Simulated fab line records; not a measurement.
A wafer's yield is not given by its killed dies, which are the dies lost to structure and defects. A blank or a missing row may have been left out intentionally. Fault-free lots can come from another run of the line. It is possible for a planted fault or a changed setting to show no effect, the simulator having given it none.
Matching of chambers + flow nand_harc + 4 sister chambers for NHARC_A_CHANNEL_FILL_D1_ALD_25 on ald_hk-03
The step deposits SiOx, target thk 60 nm, pulse time 10 s, ald cycles 600. 7 wafers are shown with their chamber, then 6 later ones without.

== WAFERS WITH THEIR CHAMBER ==
| wafer  | chamber | heater_power_w (W) | precursor_pulse_height_rel |
|--------|---------|--------------------|----------------------------|
| L242.6 | 1       | 437                | 0.966                      |
| L245.4 | 0       | 464                | 0.993                      |
| L245.1 | 2       | 478                | 1.014                      |
| L245.5 | 0       | 475                | 1.033                      |
| L248.1 | 3       | 475                | 0.990                      |
| L248.2 | 2       | 514                | 1.033                      |
| L248.4 | 1       | 433                | 1.034                      |

== WAFERS MISSING THEIR CHAMBER ==
| wafer  | heater_power_w (W) | precursor_pulse_height_rel |
|--------|--------------------|----------------------------|
| L250.4 | 515                | 1.006                      |
| L250.3 | 449                | 0.997                      |
| L250.6 | 509                | 0.962                      |
| L251.1 | 449                | 0.967                      |
| L251.2 | 490                | 0.994                      |
| L251.6 | 509                | 0.975                      |

== WHICH CHAMBER EACH WENT THROUGH ==
| wafer  | from the rows above          | in truth |
|--------|------------------------------|----------|
| L250.4 | can't be placed: 2 or 3 or 0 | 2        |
| L250.3 | can't be placed: 1 or 0 or 3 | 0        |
| L250.6 | can't be placed: 2 or 3 or 0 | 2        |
| L251.1 | can't be placed: 1 or 3 or 0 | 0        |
| L251.2 | can't be placed: 2 or 3 or 0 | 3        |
| L251.6 | can't be placed: 2 or 3 or 0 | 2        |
Correct placement for 0 of the 6. These rows do not allow placing 6 (true chamber among the candidates in 6). Number placed wrongly: 0.
How it was worked out, from the rows above alone: a wafer's distance from a chamber is the root of the sum, over the readings, of the square of ((its reading less the chamber's mean) divided by the reading's scatter). The wafer belongs to the nearest chamber; if the next one is less than 2 further off, it can't be placed. A chamber's mean is the mean of its shown wafers. The scatter is the square root of a quotient: the sum, over the shown wafers, of each reading's squared deviation from its chamber's mean, divided by wafers minus chambers.
